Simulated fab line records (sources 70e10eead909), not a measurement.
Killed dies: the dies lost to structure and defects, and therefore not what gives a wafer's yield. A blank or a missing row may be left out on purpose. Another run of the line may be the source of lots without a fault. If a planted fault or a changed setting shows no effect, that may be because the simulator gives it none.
fab line records    flow nand_harc    part 2 of 2: steps 19 to 24 of 24
record: lots: 5  wafers: 15  last_day: 21
route steps=1159 shown A_CHANNEL_HOLE_D1@455
lots that met no fault: from a run of the same line without faults
start_h: hours from the record's first day to the start of the lot's first wafer shown    wait_h: how many hours have passed since the lot's step before this one    " the same as in the row above    L1.1+2: several wafers, shown together as one row    - no value present, or no start provided    * or withheld: withheld    < > ~ a bound
route shown NAME@n: NAME is a module with steps in the file, n the number in the route of the first one    usual: mean and standard deviation over wafers with no fault    same: alike in all rows    chamber/n: place in a boat    sites: readings site by site    _std_site: standard deviation of those values    _edge_site: inner sites' mean taken away from outer sites' mean    radius_mm: how far each site lies from the wafer's centre    mask NAME#n: copy n    behind: tool/chamber where the wafer was last shaped    hold: reason for holding the lot/hours on hold/outcome of the hold    device: the transistor (n, p or np) that didn't switch    end of line: tests of these same wafers at the route's end    for a step that has no rows: nothing shown but its recipe    killed: the dies lost at the first sort to structure and to defects; this is not the yield of the wafer    map: per-die view of a wafer (x killed, . not killed, _ where there is no die)
set.NAME: the setting that was run; set.NAME@STEP: the one run at that earlier step    model.NAME: the simulator's own value behind a step, which no gauge read
lots seen at some steps along the route; tables by step, rows by wafer
services: the hour from which a tool's chamber was out of use, counted from the record's first day as start_h (under 0 if before that day), plus the number of hours and why
== steps ==
step: NHARC_A_CHANNEL_HOLE_D1_ETCH_21
recipe: bias_v: 3000  source_w: withheld  pressure_mtorr: 20  time_s: 514.3  ar_flow_sccm: 375  c4f8_flow_sccm: 89.3  o2_flow_sccm: 35.7  temp_c: -20  target_depth_a: 16000  chemistry: C4F8/O2/Ar
usual: drypump_motor_current_A: 5.8/0.52  showerhead_plenum_p_Torr: 3.75/0.072  throttle_valve_pct: 32.153/0.0093
lot.wafer  tool         chamber  start_h  wait_h  drypump_motor_current_A  rf_hours_counter_h  showerhead_plenum_p_Torr  throttle_valve_pct
L074.3     har_etch-01  1        186.23   0.3     6.6                      -                   3.82                      32.149
L074.4     "            0        "        "       5.5                      -                   3.82                      32.149
L074.6     "            0        "        "       5.5                      -                   3.82                      32.177
L075.2     har_etch-02  0        186.31   0.3     5.8                      101                 3.77                      32.149
L075.3     "            1        "        "       5.2                      -                   3.65                      32.153
L075.5     "            1        "        "       5.2                      -                   3.65                      32.144
L081.2     har_etch-02  1        212.05   0.3     5.2                      114                 3.65                      32.159
L081.4     "            0        "        "       5.9                      -                   3.77                      32.159
L081.5     "            0        "        "       5.9                      -                   3.77                      32.155
L082.3     har_etch-02  0        232.02   0.3     5.8                      -                   3.76                      32.161
L082.5     "            1        "        "       5.2                      -                   3.64                      32.144
L082.6     "            0        "        "       5.8                      -                   3.76                      32.152
L088.2     har_etch-01  0        251.06   0.3     5.5                      227                 3.80                      32.172
L088.4     "            0        "        "       5.5                      -                   3.80                      32.139
L088.6     "            1        "        "       6.6                      -                   3.80                      32.177
step: NHARC_A_CHANNEL_HOLE_D1_ETCH_22
recipe: bias_v: 3000  source_w: withheld  pressure_mtorr: 20  time_s: 666.7  ar_flow_sccm: 375  c4f8_flow_sccm: 89.3  o2_flow_sccm: 35.7  temp_c: -20  target_depth_a: 16000  chemistry: C4F8/O2/Ar
usual: drypump_motor_current_A: 5.8/0.51  showerhead_plenum_p_Torr: 3.75/0.072  throttle_valve_pct: 32.156/0.0093
lot.wafer  tool         chamber  start_h  wait_h  drypump_motor_current_A  rf_hours_counter_h  showerhead_plenum_p_Torr  throttle_valve_pct
L074.3     har_etch-01  1        186.72   0.4     6.6                      -                   3.82                      32.163
L074.4     "            0        "        "       5.5                      -                   3.82                      32.166
L074.6     "            0        "        "       5.5                      -                   3.82                      32.158
L075.2     har_etch-02  0        186.78   0.4     5.8                      101                 3.77                      32.155
L075.3     "            1        "        "       5.2                      -                   3.65                      32.169
L075.5     "            1        "        "       5.3                      -                   3.65                      32.172
L081.2     har_etch-02  1        212.49   0.4     5.2                      114                 3.65                      32.148
L081.4     "            0        "        "       5.8                      -                   3.77                      32.163
L081.5     "            0        "        "       5.8                      -                   3.77                      32.149
L082.3     har_etch-02  0        232.53   0.4     5.8                      -                   3.76                      32.168
L082.5     "            1        "        "       5.2                      -                   3.64                      32.151
L082.6     "            0        "        "       5.8                      -                   3.76                      32.154
L088.2     har_etch-01  0        251.50   0.4     5.5                      227                 3.80                      32.159
L088.4     "            0        "        "       5.5                      -                   3.80                      32.148
L088.6     "            1        "        "       6.6                      -                   3.80                      32.186
step: NHARC_A_CHANNEL_HOLE_D1_ETCH_23
recipe: bias_v: 5000  source_w: withheld  pressure_mtorr: 20  time_s: 819  ar_flow_sccm: 375  c4f8_flow_sccm: 89.3  o2_flow_sccm: 35.7  temp_c: -20  target_depth_a: 16000  chemistry: C4F8/O2/Ar
usual: drypump_motor_current_A: 5.8/0.52  showerhead_plenum_p_Torr: 3.75/0.072  throttle_valve_pct: 32.155/0.0095
lot.wafer  tool         chamber  start_h  wait_h  drypump_motor_current_A  rf_hours_counter_h  showerhead_plenum_p_Torr  throttle_valve_pct
L074.3     har_etch-01  1        187.34   0.5     6.6                      -                   3.82                      32.145
L074.4     "            0        "        "       5.5                      -                   3.82                      32.163
L074.6     "            0        "        "       5.5                      -                   3.82                      32.163
L075.2     har_etch-02  0        187.37   0.5     5.8                      102                 3.77                      32.159
L075.3     "            1        "        "       5.2                      -                   3.65                      32.164
L075.5     "            1        "        "       5.2                      -                   3.65                      32.168
L081.2     har_etch-02  1        213.06   0.5     5.2                      115                 3.65                      32.169
L081.4     "            0        "        "       5.8                      -                   3.77                      32.147
L081.5     "            0        "        "       5.8                      -                   3.77                      32.150
L082.3     har_etch-02  0        233.16   0.5     5.9                      -                   3.76                      32.160
L082.5     "            1        "        "       5.2                      -                   3.64                      32.153
L082.6     "            0        "        "       5.9                      -                   3.76                      32.161
L088.2     har_etch-01  0        252.08   0.5     5.5                      228                 3.80                      32.157
L088.4     "            0        "        "       5.5                      -                   3.80                      32.154
L088.6     "            1        "        "       6.6                      -                   3.80                      32.159
step: NHARC_A_CHANNEL_HOLE_D1_ETCH_24
recipe: bias_v: 5000  source_w: withheld  pressure_mtorr: 20  time_s: 906.2  ar_flow_sccm: 375  c4f8_flow_sccm: 93.8  o2_flow_sccm: 31.2  temp_c: -20  target_depth_a: 15000  chemistry: C4F8/O2/Ar
usual: drypump_motor_current_A: 5.8/0.52  showerhead_plenum_p_Torr: 3.74/0.071  throttle_valve_pct: 32.237/0.0092
lot.wafer  tool         chamber  start_h  wait_h  drypump_motor_current_A  rf_hours_counter_h  showerhead_plenum_p_Torr  throttle_valve_pct
L075.2     har_etch-02  0        188.07   0.6     5.9                      103                 3.77                      32.253
L075.3     "            1        "        "       5.2                      -                   3.65                      32.231
L075.5     "            1        "        "       5.2                      -                   3.65                      32.241
L074.3     har_etch-01  1        188.08   0.6     6.6                      -                   3.82                      32.244
L074.4     "            0        "        "       5.5                      -                   3.82                      32.251
L074.6     "            0        "        "       5.5                      -                   3.82                      32.209
L081.2     har_etch-02  1        213.76   0.6     5.2                      116                 3.64                      32.233
L081.4     "            0        "        "       5.8                      -                   3.76                      32.222
L081.5     "            0        "        "       5.9                      -                   3.76                      32.240
L082.3     har_etch-02  0        233.88   0.6     5.8                      -                   3.76                      32.248
L082.5     "            1        "        "       5.2                      -                   3.64                      32.238
L082.6     "            0        "        "       5.9                      -                   3.76                      32.228
L088.2     har_etch-01  0        252.77   0.6     5.5                      228                 3.80                      32.247
L088.4     "            0        "        "       5.5                      -                   3.80                      32.232
L088.6     "            1        "        "       6.6                      -                   3.80                      32.246
step: NHARC_A_CHANNEL_HOLE_D1_ETCH_25
recipe: bias_v: 5000  source_w: withheld  pressure_mtorr: 20  time_s: 1040.2  ar_flow_sccm: 375  c4f8_flow_sccm: 93.8  o2_flow_sccm: 31.2  temp_c: -20  target_depth_a: 15000  chemistry: C4F8/O2/Ar
usual: drypump_motor_current_A: 5.8/0.52  showerhead_plenum_p_Torr: 3.74/0.071  throttle_valve_pct: 32.235/0.011
lot.wafer  tool         chamber  start_h  wait_h  drypump_motor_current_A  rf_hours_counter_h  showerhead_plenum_p_Torr  throttle_valve_pct
L075.2     har_etch-02  0        188.85   0.7     5.8                      103                 3.77                      32.220
L075.3     "            1        "        "       5.2                      -                   3.65                      32.234
L075.5     "            1        "        "       5.2                      -                   3.65                      32.251
L074.3     har_etch-01  1        188.88   0.7     6.6                      -                   3.82                      32.239
L074.4     "            0        "        "       5.5                      -                   3.82                      32.227
L074.6     "            0        "        "       5.5                      -                   3.82                      32.237
L081.2     har_etch-02  1        214.53   0.6     5.2                      117                 3.64                      32.237
L081.4     "            0        "        "       5.9                      -                   3.76                      32.216
L081.5     "            0        "        "       5.8                      -                   3.76                      32.248
L082.3     har_etch-02  0        234.70   0.7     5.8                      -                   3.76                      32.226
L082.5     "            1        "        "       5.2                      -                   3.64                      32.236
L082.6     "            0        "        "       5.8                      -                   3.76                      32.237
L088.2     har_etch-01  0        253.55   0.6     5.5                      229                 3.80                      32.210
L088.4     "            0        "        "       5.5                      -                   3.80                      32.254
L088.6     "            1        "        "       6.6                      -                   3.80                      32.229
step: NHARC_A_CHANNEL_HOLE_D1_ETCH_26
recipe: bias_v: 300  source_w: 2000  pressure_mtorr: 30  time_s: 224.1  ar_flow_sccm: 375  c4f8_flow_sccm: 11.4  o2_flow_sccm: 113.6  temp_c: -20  target_depth_a: 3000  chemistry: C4F8/O2/Ar
usual: drypump_motor_current_A: 5.8/0.52  showerhead_plenum_p_Torr: 3.79/0.075  throttle_valve_pct: 24.583/0.0088
lot.wafer  tool         chamber  start_h  wait_h  drypump_motor_current_A  rf_hours_counter_h  showerhead_plenum_p_Torr  throttle_valve_pct
L074.3     har_etch-01  1        189.52   0.5     6.6                      -                   3.87                      24.584
L074.4     "            0        "        "       5.5                      -                   3.87                      24.585
L074.6     "            0        "        "       5.5                      -                   3.87                      24.577
L075.2     har_etch-02  0        189.61   0.6     5.8                      104                 3.82                      24.581
L075.3     "            1        "        "       5.2                      -                   3.70                      24.580
L075.5     "            1        "        "       5.2                      -                   3.70                      24.581
L081.2     har_etch-02  1        215.42   0.7     5.2                      117                 3.69                      24.577
L081.4     "            0        "        "       5.8                      -                   3.81                      24.575
L081.5     "            0        "        "       5.9                      -                   3.81                      24.585
L082.3     har_etch-02  0        235.24   0.4     5.8                      -                   3.81                      24.576
L082.5     "            1        "        "       5.2                      -                   3.68                      24.592
L082.6     "            0        "        "       5.8                      -                   3.81                      24.609
L088.2     har_etch-01  0        254.43   0.7     5.5                      230                 3.85                      24.574
L088.4     "            0        "        "       5.5                      -                   3.85                      24.588
L088.6     "            1        "        "       6.6                      -                   3.85                      24.592
== services ==
tool             chamber  start_h  hours  kind
arfi_scanner-02  -        161.32   1.4    repair
rie_diel-11      0        168.50   -      clean
rie_diel-11      1        168.50   -      clean
rie_diel-11      2        168.50   -      clean
rie_diel-11      3        168.50   -      clean
rie_diel-11      -        189.50   9.0    pm
rie_diel-11      0        189.50   9.0    vent_cycle
rie_diel-11      1        189.50   9.0    vent_cycle
rie_diel-11      2        189.50   9.0    vent_cycle
rie_diel-11      3        189.50   9.0    vent_cycle
arfi_scanner-02  -        189.99   6.1    repair
arfi_scanner-01  -        196.00   4.0    pm
rie_diel-11      0        198.50   -      clean
rie_diel-11      1        198.50   -      clean
rie_diel-11      2        198.50   -      clean
rie_diel-11      3        198.50   -      clean
rie_diel-03      -        215.30   9.0    pm
rie_diel-11      0        223.00   -      clean
rie_diel-11      1        223.00   -      clean
rie_diel-11      2        223.00   -      clean
rie_diel-11      3        223.00   -      clean
rie_diel-11      0        247.50   -      clean
rie_diel-11      1        247.50   -      clean
rie_diel-11      2        247.50   -      clean
